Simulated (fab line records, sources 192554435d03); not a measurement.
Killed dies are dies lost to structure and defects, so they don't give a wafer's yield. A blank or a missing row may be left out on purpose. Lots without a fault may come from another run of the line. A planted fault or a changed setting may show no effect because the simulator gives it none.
fab line records | flow n5_finfet
record lots=24 wafers=72 last_day=18
route steps=1938 shown BEOL_M2@844
lots that met no fault: from a run of the same line without faults
start_h: hours from the record's first day to the start of the lot's first wafer shown | wait_h: hours since the lot's step before | " the same as in the row above | L1.1+2: a row that stands for several wafers | - no value, or no start given | * or withheld: withheld | < > ~ a bound
route shown NAME@n: a module of which the file shows steps, and the number in the route of the first | usual: mean/standard deviation of fault-free wafers | same: alike in all rows | chamber/n: place in a boat | sites: the reading at each site | _std_site: their standard deviation | _edge_site: outer sites' mean less inner sites' | radius_mm: how far each site lies from the wafer's centre | mask NAME#n: copy n | behind: the tool/chamber that last shaped the wafer | hold: why the lot was held/for how many hours/how that ended | device: the transistor (n, p or np) that didn't switch | end of line: the same wafers' tests at the end of the route | a step without rows: its recipe alone | killed: dies lost to structure and defects at the first sort, not the wafer's yield | map: a wafer's dies, x killed, . not, _ none there
set.NAME: the setting as run; set.NAME@STEP: as run at that earlier step | model.NAME: the simulator's own value behind a step, which no gauge read
steps of the route over a sample of lots; a table a step, a row a wafer
services: from which hour (start_h, from the record's first day; less than 0 if before it) a tool's chamber was out of use, for how many hours, and why
## steps
# step N5_BEOL_M2_HM_DEP_02
# recipe material=TiN target_thk_a=200 temp_c=25 chamber_pressure_pa=0.49996
# usual susceptor_temp_C=25.00/0.11 throttle_valve_pct=29.8/0.84
# columns lot.wafer tool chamber start_h wait_h susceptor_temp_C throttle_valve_pct
L074.1 pvd_sputter-03 - 131.26 0.2 24.98 29.5
L074.2 " - " " 24.93 30.2
L074.3 " - " " 25.07 29.7
L075.1 pvd_sputter-01 - 136.31 1.6 24.97 29.3
L075.4 " - " " 25.18 29.3
L075.6 " - " " 25.22 29.3
L077.4 pvd_sputter-02 - 150.65 0.4 24.96 28.0
L077.5 " - " " 24.82 29.3
L077.6 " - " " 24.81 30.8
L076.3 pvd_sputter-02 - 151.33 0.0 24.99 31.0
L076.4 " - " " 24.98 30.6
L076.5 " - " " 24.80 29.0
L079.1 pvd_sputter-01 - 163.17 0.1 24.92 29.3
L079.2 " - " " 25.14 30.3
L079.3 " - " " 24.92 30.9
L078.2 pvd_sputter-01 - 164.55 1.1 25.00 29.2
L078.4 " - " " 24.89 30.7
L078.5 " - " " 24.97 29.4
L080.2 pvd_sputter-03 - 173.82 0.0 24.82 30.2
L080.4 " - " " 24.91 29.5
L080.5 " - " " 24.95 29.2
L081.2 pvd_sputter-03 - 178.22 0.3 25.20 30.9
L081.3 " - " " 24.81 29.5
L081.5 " - " " 24.84 29.4
L083.1 pvd_sputter-01 - 184.84 0.0 25.03 30.2
L083.3 " - " " 25.03 29.5
L083.4 " - " " 24.93 30.9
L082.1 pvd_sputter-03 - 189.09 2.1 25.06 31.1
L082.4 " - " " 24.94 30.0
L082.6 " - " " 25.24 29.2
L084.1 pvd_sputter-01 - 193.95 0.2 25.14 29.2
L084.4 " - " " 25.04 30.5
L084.6 " - " " 24.96 30.1
L085.1 pvd_sputter-03 - 203.58 1.8 25.06 30.1
L085.2 " - " " 25.12 30.9
L085.3 " - " " 24.87 29.6
L086.3 pvd_sputter-01 - 215.00 1.2 25.03 29.8
L086.4 " - " " 25.18 29.2
L086.6 " - " " 25.17 29.0
L087.2 pvd_sputter-02 - 216.62 0.9 25.02 27.7
L087.3 " - " " 24.91 29.1
L087.4 " - " " 25.08 30.8
L088.3 pvd_sputter-02 - 221.22 0.3 24.86 28.1
L088.4 " - " " 24.86 30.8
L088.5 " - " " 24.90 29.1
L089.2 pvd_sputter-01 - 225.24 3.0 24.89 29.3
L089.4 " - " " 24.98 30.2
L089.5 " - " " 25.19 29.6
L090.1 pvd_sputter-03 - 235.99 1.2 25.01 29.8
L090.2 " - " " 25.12 29.7
L090.3 " - " " 25.05 31.0
L091.1 pvd_sputter-02 - 241.71 0.8 25.15 30.9
L091.5 " - " " 24.94 27.8
L091.6 " - " " 24.82 30.6
L092.1 pvd_sputter-01 - 246.99 0.7 24.87 30.3
L092.3 " - " " 25.05 29.5
L092.4 " - " " 25.02 29.5
L094.2 pvd_sputter-03 - 255.18 1.2 24.94 29.7
L094.3 " - " " 24.94 29.3
L094.5 " - " " 25.05 29.5
L093.2 pvd_sputter-03 - 255.84 0.1 24.85 29.8
L093.4 " - " " 24.90 30.1
L093.6 " - " " 25.12 30.8
L095.1 pvd_sputter-02 - 260.88 0.6 25.03 28.9
L095.4 " - " " 24.91 27.9
L095.6 " - " " 25.01 30.8
L096.1 pvd_sputter-02 - 276.95 1.8 25.02 30.9
L096.4 " - " " 25.04 31.0
L096.6 " - " " 25.01 30.7
L097.2 pvd_sputter-01 - 282.57 0.5 25.03 29.5
L097.5 " - " " 24.97 29.5
L097.6 " - " " 25.09 29.1
# step N5_BEOL_M2_ETCH_63
# recipe chemistry=CF4 target=SiARC target_depth_a=156 mask_material=CAR-EUV time_s=26 ion_energy_ev=80 pressure_mtorr=40 source_w=545 bias_w=36 Ar_flow_sccm=100 cf4_flow_sccm=100 ends=cleared
# usual drypump_motor_current_A=5.4/0.4 etch_rf_on_time_s=26.1/1.1 oes_product_au=0.69/0.064 rf_vpp_V=184.5/1.2 showerhead_plenum_p_Torr=2.17/0.069 throttle_valve_pct=15.57/0.24
# columns lot.wafer tool chamber start_h wait_h drypump_motor_current_A etch_rf_on_time_s oes_product_au rf_hours_counter_h rf_vpp_V showerhead_plenum_p_Torr throttle_valve_pct
L074.1 rie_diel-05 1 132.36 0.0 5.6 26.0 0.67 117 185.0 2.23 15.18
L074.2 " 2 " " 5.2 27.5 0.59 232 184.2 2.19 15.59
L074.3 " 3 " " 5.1 25.9 0.73 62 184.0 2.17 15.63
L075.1 rie_diel-05 0 137.00 0.0 5.4 24.0 0.80 36 183.8 2.10 15.59
L075.4 " 2 " " 5.1 27.5 0.58 234 185.2 2.19 15.59
L075.6 " 0 " " 5.4 23.9 0.81 - 184.8 2.09 15.58
L077.4 rie_diel-05 2 151.25 0.0 5.1 26.9 0.59 239 185.9 2.18 15.62
L077.5 " 0 " " 5.4 23.8 0.80 - 182.9 2.09 15.58
L077.6 " 1 " " 5.6 25.7 0.67 - 185.0 2.23 15.20
L076.3 rie_diel-02 0 151.90 0.0 4.9 26.0 0.65 149 182.4 2.14 15.52
L076.4 " 1 " " 5.0 28.4 0.66 93 185.9 2.26 15.56
L076.5 " 2 " " 6.4 26.6 0.73 - 185.2 2.26 15.48
L079.1 rie_diel-01 3 163.77 0.0 5.7 26.0 0.67 111 183.1 2.17 15.97
L079.2 " 0 " " 6.1 25.7 0.60 239 182.1 2.00 15.81
L079.3 " 2 " " 5.2 27.5 0.68 79 184.7 2.16 15.23
L078.2 rie_diel-01 3 165.44 0.0 5.7 26.8 0.65 112 184.0 2.17 15.95
L078.4 " 2 " " 5.2 28.1 0.67 79 184.1 2.16 15.21
L078.5 " 0 " " 6.0 26.7 0.59 - 183.5 2.00 15.81
L080.2 rie_diel-02 3 174.55 0.0 5.2 24.1 0.67 131 185.0 2.15 15.72
L080.4 " 1 " " 5.0 27.7 0.67 - 185.3 2.26 15.56
L080.5 " 3 " " 5.2 24.0 0.67 - 184.4 2.15 15.72
L081.2 rie_diel-01 3 178.79 0.0 5.7 27.0 0.65 116 184.8 2.17 15.96
L081.3 " 1 " " 5.7 26.7 0.74 27 186.3 2.27 15.74
L081.5 " 0 " " 6.0 26.4 0.59 - 182.4 2.00 15.82
L083.1 rie_diel-01 1 185.41 0.0 5.7 26.2 0.75 29 184.5 2.27 15.74
L083.3 " 0 " " 6.1 26.0 0.60 248 183.4 2.00 15.82
L083.4 " 3 " " 5.7 26.3 0.66 120 184.0 2.17 15.98
L082.1 rie_diel-05 3 189.66 0.0 5.1 25.7 0.72 84 184.1 2.16 15.68
L082.4 " 3 " " 5.1 26.0 0.72 - 184.2 2.16 15.68
L082.6 " 0 " " 5.4 24.5 0.76 - 183.3 2.09 15.61
L084.1 rie_diel-05 1 194.52 0.0 5.6 26.2 0.65 141 188.2 2.23 15.24
L084.4 " 1 " " 5.6 26.2 0.66 - 185.4 2.23 15.24
L084.6 " 3 " " 5.1 26.0 0.71 - 185.2 2.16 15.67
L085.1 rie_diel-02 1 204.28 0.0 5.0 28.2 0.64 106 185.0 2.25 15.58
L085.2 " 2 " " 6.3 27.1 0.71 62 184.8 2.26 15.52
L085.3 " 3 " " 5.2 24.8 0.66 137 183.5 2.15 15.73
L086.3 rie_diel-01 2 215.76 0.0 5.2 28.1 0.65 100 184.3 2.15 15.26
L086.4 " 0 " " 6.0 25.4 0.87 1 185.5 2.25 15.28
L086.6 " 3 " " 5.7 26.8 0.64 - 186.0 2.16 16.02
L087.2 rie_diel-05 1 217.28 0.0 5.6 26.1 0.65 151 186.3 2.22 15.25
L087.3 " 0 " " 5.4 24.4 0.75 68 184.4 2.08 15.64
L087.4 " 2 " " 5.1 25.9 0.83 3 185.4 2.18 15.15
L088.3 rie_diel-05 1 221.91 0.0 5.6 26.1 0.64 152 184.3 2.22 15.26
L088.4 " 0 " " 5.4 24.7 0.75 70 182.7 2.08 15.66
L088.5 " 0 " " 5.4 24.7 0.75 - 182.1 2.08 15.65
L089.2 rie_diel-05 2 226.06 0.0 5.1 25.9 0.82 6 184.1 2.18 15.16
L089.4 " 3 " " 5.1 25.9 0.70 98 185.7 2.16 15.72
L089.5 " 2 " " 5.2 25.9 0.82 - 185.1 2.18 15.16
L090.1 rie_diel-02 2 236.56 0.0 6.3 26.2 0.70 71 186.8 2.25 15.53
L090.2 " 0 " " 4.9 25.8 0.64 169 183.9 2.13 15.53
L090.3 " 3 " " 5.2 24.8 0.65 148 182.8 2.15 15.75
L091.1 rie_diel-05 3 242.28 0.0 5.1 26.0 0.69 105 184.0 2.16 15.71
L091.5 " 1 " " 5.6 25.4 0.64 - 186.3 2.22 15.27
L091.6 " 2 " " 5.2 26.0 0.81 - 185.3 2.18 15.15
L092.1 rie_diel-05 0 247.67 0.0 5.4 24.2 0.74 80 182.5 2.08 15.67
L092.3 " 1 " " 5.6 25.9 0.64 163 185.0 2.22 15.28
L092.4 " 2 " " 5.2 26.4 0.80 11 184.5 2.18 15.16
L094.2 rie_diel-02 0 255.75 0.0 4.9 25.6 0.64 176 184.3 2.13 15.55
L094.3 " 3 " " 5.2 24.2 0.66 154 184.0 2.15 15.78
L094.5 " 1 " " 5.0 28.1 0.64 - 186.6 2.25 15.62
L093.2 rie_diel-02 3 256.54 0.0 5.2 24.6 0.65 155 184.9 2.15 15.77
L093.4 " 1 " " 5.0 28.1 0.65 123 185.6 2.25 15.60
L093.6 " 1 " " 5.0 28.1 0.64 - 184.2 2.25 15.61
L095.1 rie_diel-01 0 261.58 0.0 6.1 25.6 0.81 14 185.8 2.25 15.30
L095.4 " 2 " " 5.2 27.5 0.64 119 185.2 2.15 15.30
L095.6 " 0 " " 6.0 25.2 0.81 - 187.4 2.25 15.29
L096.1 rie_diel-01 2 277.68 0.0 5.2 27.8 0.63 124 184.6 2.14 15.31
L096.4 " 3 " " 5.7 27.1 0.62 158 184.3 2.16 16.08
L096.6 " 1 " " 5.7 27.3 0.69 - 185.5 2.26 15.83
L097.2 rie_diel-05 2 283.52 0.0 5.1 26.3 0.78 24 183.0 2.17 15.18
L097.5 " 2 " " 5.2 26.2 0.78 - 183.8 2.17 15.17
L097.6 " 1 " " 5.6 25.5 0.63 - 184.7 2.21 15.30
# step N5_BEOL_M2_STRIP_36
# recipe chemistry=N2/H2 power_w=450 temp_c=40 pressure_mtorr=20 rf_frequency_hz=6e+07 overash_fraction=0.3 bias_power_w=7 h2_frac=0.5 n2_flow_sccm=200 h2_flow_sccm=200
# usual drypump_motor_current_A=5.5/0.43 oes_product_au=0.80/0.065 rf_vpp_V=59.2/1.4 showerhead_plenum_p_Torr=2.59/0.084 throttle_valve_pct=23.8/0.36
# columns lot.wafer tool chamber start_h wait_h drypump_motor_current_A oes_product_au rf_hours_counter_h rf_vpp_V showerhead_plenum_p_Torr throttle_valve_pct
L074.1 rie_diel-01 0 136.14 0.0 6.0 0.70 228 59.2 2.41 24.1
L074.2 " 3 " " 5.7 0.79 100 59.7 2.56 24.0
L074.3 " 2 " " 5.2 0.82 68 56.7 2.58 23.4
L075.1 rie_diel-01 2 141.28 0.0 5.2 0.82 70 59.3 2.58 23.4
L075.4 " 0 " " 6.0 0.71 229 62.2 2.41 24.1
L075.6 " 2 " " 5.2 0.82 - 59.2 2.58 23.4
L077.4 rie_diel-05 3 154.00 0.0 5.1 0.86 69 61.5 2.60 24.2
L077.5 " 0 " " 5.4 0.90 - 59.8 2.46 23.9
L077.6 " 3 " " 5.1 0.87 - 60.0 2.60 24.2
L076.3 rie_diel-01 3 154.10 0.0 5.7 0.79 107 58.2 2.55 24.1
L076.4 " 1 " " 5.7 0.92 16 57.1 2.72 24.1
L076.5 " 2 " " 5.2 0.82 - 58.4 2.58 23.4
L079.1 rie_diel-01 2 169.27 0.0 5.2 0.81 81 59.8 2.58 23.4
L079.2 " 3 " " 5.7 0.76 114 58.5 2.55 24.0
L079.3 " 0 " " 6.1 0.69 242 61.1 2.40 24.1
L078.2 rie_diel-01 3 172.68 0.0 5.7 0.77 115 59.0 2.55 24.1
L078.4 " 0 " " 6.0 0.69 242 58.4 2.40 24.1
L078.5 " 0 " " 6.0 0.69 - 59.6 2.40 24.1
L080.2 rie_diel-05 1 177.12 0.0 5.6 0.76 134 59.2 2.62 22.7
L080.4 " 2 " " 5.2 0.69 247 61.3 2.62 23.9
L080.5 " 1 " " 5.6 0.77 - 58.3 2.62 22.8
L081.2 rie_diel-01 0 185.79 0.0 6.1 0.68 248 59.1 2.40 24.1
L081.3 " 1 " " 5.7 0.88 30 60.1 2.71 24.1
L081.5 " 3 " " 5.7 0.77 - 59.3 2.55 24.1
L083.1 rie_diel-01 1 189.01 0.0 5.7 0.90 30 57.1 2.71 24.1
L083.3 " 2 " " 5.2 0.81 88 59.3 2.58 23.4
L083.4 " 0 " " 6.0 0.68 249 58.4 2.40 24.1
L082.1 rie_diel-02 2 192.48 0.0 6.4 0.85 58 62.9 2.65 23.2
L082.4 " 3 " " 5.2 0.75 134 57.5 2.56 23.8
L082.6 " 0 " " 4.9 0.77 - 58.9 2.55 23.9
L084.1 rie_diel-01 3 199.05 0.0 5.7 0.76 125 59.8 2.55 24.1
L084.4 " 1 " " 5.7 0.88 - 61.1 2.71 24.1
L084.6 " 2 " " 5.2 0.80 - 58.3 2.57 23.4
L085.1 rie_diel-02 2 208.29 0.0 6.4 0.84 63 59.5 2.65 23.2
L085.2 " 3 " " 5.2 0.74 139 60.7 2.56 23.7
L085.3 " 0 " " 4.9 0.76 159 59.7 2.55 23.9
L086.3 rie_diel-02 0 225.78 0.0 4.9 0.77 165 58.6 2.55 23.9
L086.4 " 3 " " 5.2 0.74 144 59.3 2.56 23.8
L086.6 " 0 " " 4.9 0.77 - 59.1 2.55 23.9
L087.2 rie_diel-02 2 230.19 0.0 6.3 0.82 69 59.0 2.65 23.2
L087.3 " 1 " " 5.0 0.77 113 60.8 2.68 23.9
L087.4 " 0 " " 4.9 0.76 166 57.4 2.55 23.9
L088.3 rie_diel-02 0 233.38 0.0 4.9 0.75 168 58.8 2.55 23.9
L088.4 " 1 " " 5.0 0.78 115 58.9 2.68 23.8
L088.5 " 3 " " 5.2 0.72 - 61.0 2.56 23.7
L089.2 rie_diel-01 1 233.53 0.0 5.7 0.83 49 58.0 2.70 24.1
L089.4 " 0 " " 6.0 0.96 8 60.7 2.72 23.5
L089.5 " 0 " " 6.0 0.96 - 60.1 2.72 23.5
L090.1 rie_diel-05 3 238.15 0.0 5.1 0.83 103 58.1 2.59 24.3
L090.2 " 2 " " 5.2 0.96 8 59.4 2.62 23.6
L090.3 " 0 " " 5.4 0.86 76 57.6 2.45 23.9
L091.1 rie_diel-02 3 246.02 0.0 5.2 0.73 152 58.5 2.55 23.8
L091.5 " 2 " " 6.3 0.82 - 59.4 2.65 23.2
L091.6 " 1 " " 5.0 0.78 - 57.8 2.68 23.8
L092.1 rie_diel-02 2 250.20 0.0 6.3 0.83 76 59.3 2.65 23.2
L092.3 " 3 " " 5.2 0.72 153 58.7 2.55 23.8
L092.4 " 0 " " 4.9 0.75 175 59.7 2.54 23.9
L094.2 rie_diel-01 1 259.84 0.0 5.7 0.84 60 60.6 2.70 24.2
L094.3 " 3 " " 5.7 0.73 152 59.1 2.53 24.1
L094.5 " 1 " " 5.7 0.81 - 56.2 2.70 24.2
L093.2 rie_diel-05 3 270.73 0.0 5.1 0.81 113 60.6 2.58 24.3
L093.4 " 0 " " 5.4 0.84 89 58.1 2.44 23.9
L093.6 " 0 " " 5.4 0.84 - 59.3 2.44 24.0
L095.1 rie_diel-01 2 274.21 0.0 5.2 0.78 123 61.1 2.56 23.4
L095.4 " 0 " " 6.1 0.93 17 59.3 2.71 23.5
L095.6 " 2 " " 5.2 0.77 - 62.0 2.56 23.4
L096.1 rie_diel-01 0 280.81 0.0 6.0 0.93 19 63.1 2.71 23.5
L096.4 " 3 " " 5.8 0.75 158 60.9 2.53 24.1
L096.6 " 3 " " 5.7 0.73 - 58.2 2.53 24.1
L097.2 rie_diel-02 2 288.33 0.0 6.4 0.81 90 59.1 2.64 23.2
L097.5 " 1 " " 5.0 0.77 - 57.6 2.67 23.8
L097.6 " 2 " " 6.4 0.81 - 61.3 2.64 23.3
# step N5_BEOL_M2_ETCH_41
# recipe chemistry=CH3F/O2 target=SiCN target_depth_a=299 taper_deg=2 time_s=52.5 ion_energy_ev=120 mask_material=TiN pressure_mtorr=30 source_w=395 bias_w=75 Ar_flow_sccm=150 CH3F_flow_sccm=30 O2_flow_sccm=20
# usual drypump_motor_current_A=5.5/0.43 oes_product_au=0.79/0.065 rf_vpp_V=298.1/1.6 showerhead_plenum_p_Torr=2.03/0.073 throttle_valve_pct=16.33/0.24
# columns lot.wafer tool chamber start_h wait_h drypump_motor_current_A oes_product_au rf_hours_counter_h rf_vpp_V showerhead_plenum_p_Torr throttle_valve_pct
L074.1 rie_diel-01 0 - - 6.0 0.70 228 296.0 1.87 16.51
L074.2 " 3 " " 5.7 0.78 100 299.2 2.02 16.60
L074.3 " 2 " " 5.2 0.79 68 298.8 2.02 15.87
L075.1 rie_diel-01 2 - - 5.2 0.81 70 298.8 2.02 15.88
L075.4 " 0 " " 6.0 0.71 229 295.3 1.87 16.51
L075.6 " 2 " " 5.2 0.80 - 298.7 2.02 15.87
L077.4 rie_diel-05 3 - - 5.1 0.86 70 297.3 2.02 16.32
L077.5 " 0 " " 5.4 0.91 - 293.6 1.95 16.34
L077.6 " 3 " " 5.1 0.86 - 297.7 2.02 16.33
L076.3 rie_diel-01 3 - - 5.7 0.77 107 298.2 2.02 16.60
L076.4 " 1 " " 5.7 0.91 16 299.5 2.13 16.47
L076.5 " 2 " " 5.2 0.80 - 296.6 2.01 15.89
L079.1 rie_diel-01 2 - - 5.2 0.79 81 300.5 2.01 15.90
L079.2 " 3 " " 5.7 0.76 114 298.2 2.02 16.62
L079.3 " 0 " " 6.1 0.69 242 295.5 1.87 16.54
L078.2 rie_diel-01 3 - - 5.7 0.77 115 299.3 2.02 16.61
L078.4 " 0 " " 6.0 0.70 242 295.0 1.87 16.54
L078.5 " 0 " " 6.0 0.70 - 294.4 1.87 16.54
L080.2 rie_diel-05 1 - - 5.6 0.77 134 298.3 2.10 15.97
L080.4 " 2 " " 5.1 0.68 247 298.0 2.04 16.33
L080.5 " 1 " " 5.6 0.77 - 300.3 2.10 15.97
L081.2 rie_diel-01 0 - - 6.0 0.68 248 294.8 1.87 16.54
L081.3 " 1 " " 5.7 0.88 30 299.4 2.13 16.50
L081.5 " 3 " " 5.7 0.75 - 297.9 2.02 16.63
L083.1 rie_diel-01 1 - - 5.7 0.88 30 300.1 2.13 16.48
L083.3 " 2 " " 5.2 0.79 88 298.3 2.01 15.92
L083.4 " 0 " " 6.1 0.69 249 295.7 1.87 16.53
L082.1 rie_diel-02 2 - - 6.4 0.83 59 299.4 2.13 16.34
L082.4 " 3 " " 5.2 0.77 134 296.8 2.01 16.42
L082.6 " 0 " " 4.9 0.76 - 296.3 1.98 16.16
L084.1 rie_diel-01 3 - - 5.7 0.76 125 298.3 2.01 16.66
L084.4 " 1 " " 5.7 0.87 - 299.8 2.13 16.52
L084.6 " 2 " " 5.2 0.79 - 297.7 2.01 15.91
L085.1 rie_diel-02 2 - - 6.3 0.83 63 300.5 2.13 16.36
L085.2 " 3 " " 5.2 0.76 139 296.6 2.01 16.41
L085.3 " 0 " " 4.9 0.76 159 296.9 1.98 16.17
L086.3 rie_diel-02 0 - - 4.9 0.76 165 297.4 1.98 16.16
L086.4 " 3 " " 5.2 0.75 144 297.9 2.01 16.44
L086.6 " 0 " " 4.9 0.75 - 298.1 1.98 16.18
L087.2 rie_diel-02 2 - - 6.3 0.82 69 299.1 2.13 16.36
L087.3 " 1 " " 5.0 0.77 113 298.7 2.11 16.34
L087.4 " 0 " " 4.8 0.75 166 296.3 1.98 16.17
L088.3 rie_diel-02 0 - - 4.9 0.75 168 297.5 1.98 16.19
L088.4 " 1 " " 5.0 0.77 115 299.0 2.11 16.35
L088.5 " 3 " " 5.2 0.75 - 297.2 2.01 16.44
L089.2 rie_diel-01 1 - - 5.7 0.84 49 300.5 2.12 16.54
L089.4 " 0 " " 6.0 0.97 8 300.6 2.11 16.02
L089.5 " 0 " " 6.0 0.97 - 299.7 2.11 16.02
L090.1 rie_diel-05 3 - - 5.1 0.82 103 296.8 2.01 16.38
L090.2 " 2 " " 5.1 0.96 8 298.1 2.04 15.88
L090.3 " 0 " " 5.4 0.86 76 294.7 1.94 16.40
L091.1 rie_diel-02 3 - - 5.2 0.75 152 297.3 2.01 16.44
L091.5 " 2 " " 6.4 0.81 - 300.1 2.13 16.36
L091.6 " 1 " " 5.0 0.76 - 299.0 2.11 16.38
L092.1 rie_diel-02 2 - - 6.3 0.82 76 299.9 2.13 16.38
L092.3 " 3 " " 5.2 0.75 153 297.1 2.00 16.45
L092.4 " 0 " " 4.9 0.74 175 298.4 1.97 16.18
L094.2 rie_diel-01 1 - - 5.7 0.82 60 298.7 2.12 16.54
L094.3 " 3 " " 5.7 0.74 152 296.9 2.01 16.69
L094.5 " 1 " " 5.7 0.82 - 300.2 2.12 16.55
L093.2 rie_diel-05 3 - - 5.1 0.80 113 298.4 2.00 16.39
L093.4 " 0 " " 5.4 0.84 89 296.3 1.94 16.42
L093.6 " 0 " " 5.4 0.84 - 295.3 1.94 16.42
L095.1 rie_diel-01 2 - - 5.2 0.75 123 297.6 2.00 15.98
L095.4 " 0 " " 6.0 0.94 17 300.0 2.11 16.05
L095.6 " 2 " " 5.2 0.75 - 297.5 2.00 15.98
L096.1 rie_diel-01 0 - - 6.0 0.93 19 300.3 2.11 16.06
L096.4 " 3 " " 5.7 0.72 158 298.4 2.00 16.69
L096.6 " 3 " " 5.7 0.72 - 296.6 2.00 16.69
L097.2 rie_diel-02 2 - - 6.4 0.80 90 300.0 2.12 16.41
L097.5 " 1 " " 5.0 0.74 - 299.3 2.11 16.39
L097.6 " 2 " " 6.4 0.81 - 300.6 2.12 16.41
# step N5_BEOL_M2_OCD_MEAS_38
# usual trench_depth_nm=55.0/1.5
# columns lot.wafer tool chamber start_h wait_h trench_depth_nm
L074.1 ocd-01 - 136.33 - 55.5
L074.2 " - " " 54.4
L074.3 " - " " 53.8
L075.1 ocd-01 - 141.47 - 53.4
L075.4 " - " " 55.1
L075.6 " - " " 53.6
L077.4 ocd-01 - 154.20 - 57.1
L077.5 " - " " 57.9
L077.6 " - " " 56.3
L076.3 ocd-01 - 154.30 - 54.0
L076.4 " - " " 55.4
L076.5 " - " " 53.1
L079.1 ocd-01 - 169.47 - 53.0
L079.2 " - " " 54.7
L079.3 " - " " 54.4
L078.2 ocd-02 - 172.87 - 53.8
L078.4 " - " " 54.4
L078.5 " - " " 54.4
L080.2 ocd-01 - 177.33 - 55.6
L080.4 " - " " 53.4
L080.5 " - " " 55.7
L081.2 ocd-01 - 185.99 - 54.3
L081.3 " - " " 56.4
L081.5 " - " " 53.9
L083.1 ocd-01 - 189.21 - 55.3
L083.3 " - " " 53.5
L083.4 " - " " 54.2
L082.1 ocd-01 - 192.67 - 54.8
L082.4 " - " " 57.9
L082.6 " - " " 56.8
L084.1 ocd-01 - 199.25 - 53.6
L084.4 " - " " 55.8
L084.6 " - " " 52.7
L085.1 ocd-01 - 208.48 - 55.6
L085.2 " - " " 57.8
L085.3 " - " " 55.7
L086.3 ocd-01 - 225.98 - 56.0
L086.4 " - " " 56.4
L086.6 " - " " 55.7
L087.2 ocd-01 - 230.39 - 55.0
L087.3 " - " " 52.4
L087.4 " - " " 56.2
L088.3 ocd-01 - 233.58 - 55.9
L088.4 " - " " 53.0
L088.5 " - " " 56.9
L089.2 ocd-01 - 233.72 - 54.3
L089.4 " - " " 57.0
L089.5 " - " " 57.0
L090.1 ocd-01 - 238.34 - 56.5
L090.2 " - " " 56.5
L090.3 " - " " 58.1
L091.1 ocd-01 - 246.21 - 56.0
L091.5 " - " " 55.5
L091.6 " - " " 52.0
L092.1 ocd-01 - 250.39 - 55.9
L092.3 " - " " 55.8
L092.4 " - " " 54.9
L094.2 ocd-02 - 260.04 - 54.6
L094.3 " - " " 54.0
L094.5 " - " " 54.2
L093.2 ocd-02 - 270.93 - 56.1
L093.4 " - " " 57.7
L093.6 " - " " 57.1
L095.1 ocd-01 - 274.40 - 53.6
L095.4 " - " " 56.4
L095.6 " - " " 53.2
L096.1 ocd-01 - 281.01 - 55.8
L096.4 " - " " 53.4
L096.6 " - " " 53.2
L097.2 ocd-01 - 288.52 - 55.1
L097.5 " - " " 54.0
L097.6 " - " " 55.6
# step N5_BEOL_M2_CD_MEAS_35
# recipe target_cd_nm=18 target_cd_y_nm=22.2 polarity=opening
# usual cd_nm=17.9/0.44
# columns lot.wafer tool chamber start_h wait_h cd_nm
L074.1 cd_sem-02 - 136.49 0.0 17.7
L074.2 " - " " 17.6
L074.3 " - " " 17.9
L075.1 cd_sem-03 - 141.62 0.0 17.9
L075.4 " - " " 17.5
L075.6 " - " " 18.1
L077.4 cd_sem-01 - 154.35 0.0 17.9
L077.5 " - " " 18.3
L077.6 " - " " 17.9
L076.3 cd_sem-02 - 154.45 0.0 18.0
L076.4 " - " " 18.5
L076.5 " - " " 18.8
L079.1 cd_sem-01 - 169.62 0.0 17.5
L079.2 " - " " 18.0
L079.3 " - " " 18.1
L078.2 cd_sem-01 - 173.02 0.0 17.2
L078.4 " - " " 18.1
L078.5 " - " " 17.6
L080.2 cd_sem-03 - 177.48 0.0 17.5
L080.4 " - " " 17.9
L080.5 " - " " 17.7
L081.2 cd_sem-03 - 186.15 0.0 17.3
L081.3 " - " " 18.5
L081.5 " - " " 17.4
L083.1 cd_sem-02 - 189.36 0.0 17.9
L083.3 " - " " 17.7
L083.4 " - " " 17.0
L082.1 cd_sem-02 - 192.83 0.0 18.2
L082.4 " - " " 18.6
L082.6 " - " " 18.7
L084.1 cd_sem-01 - 199.71 0.0 17.9
L084.4 " - " " 18.0
L084.6 " - " " 18.0
L085.1 cd_sem-02 - 208.67 0.0 17.9
L085.2 " - " " 18.5
L085.3 " - " " 18.3
L086.3 cd_sem-02 - 226.13 0.0 17.7
L086.4 " - " " 18.0
L086.6 " - " " 17.7
L087.2 cd_sem-02 - 230.54 0.0 17.8
L087.3 " - " " 17.7
L087.4 " - " " 19.0
L088.3 cd_sem-02 - 233.73 0.0 17.4
L088.4 " - " " 18.1
L088.5 " - " " 17.7
L089.2 cd_sem-02 - 233.87 0.0 18.3
L089.4 " - " " 18.0
L089.5 " - " " 17.5
L090.1 cd_sem-02 - 238.50 0.0 18.2
L090.2 " - " " 17.7
L090.3 " - " " 18.3
L091.1 cd_sem-02 - 246.37 0.0 19.2
L091.5 " - " " 18.5
L091.6 " - " " 18.0
L092.1 cd_sem-02 - 250.54 0.0 18.2
L092.3 " - " " 17.8
L092.4 " - " " 18.9
L094.2 cd_sem-01 - 260.20 0.0 18.0
L094.3 " - " " 17.9
L094.5 " - " " 17.1
L093.2 cd_sem-01 - 271.09 0.0 17.7
L093.4 " - " " 17.3
L093.6 " - " " 17.6
L095.1 cd_sem-03 - 274.56 0.0 17.4
L095.4 " - " " 17.6
L095.6 " - " " 17.0
L096.1 cd_sem-01 - 281.16 0.0 17.5
L096.4 " - " " 17.4
L096.6 " - " " 17.9
L097.2 cd_sem-02 - 288.68 0.0 18.9
L097.5 " - " " 18.3
L097.6 " - " " 17.9
## services
# columns tool chamber start_h hours kind
rie_diel-05 - 112.03 4.3 pm
rie_diel-02 2 136.70 8.8 repair
rie_diel-02 - 154.74 14.6 pm
rie_diel-05 2 159.38 5.2 repair
rie_diel-02 1 170.92 3.2 repair
rie_diel-05 2 185.33 - clean
rie_diel-05 2 185.33 - consumable_replace:focus_ring
rie_diel-05 2 185.33 22.6 scheduled_down
rie_diel-05 2 185.33 22.6 vent_cycle
rie_diel-01 0 194.65 - clean
rie_diel-01 0 194.65 - consumable_replace:focus_ring
rie_diel-01 0 194.65 - consumable_replace:showerhead
rie_diel-01 0 194.65 18.3 scheduled_down
rie_diel-01 0 194.65 18.3 vent_cycle
rie_diel-02 - 201.05 2.8 pm
rie_diel-05 3 264.39 4.8 repair
rie_diel-05 - 272.79 2.8 pm
## key
fault none
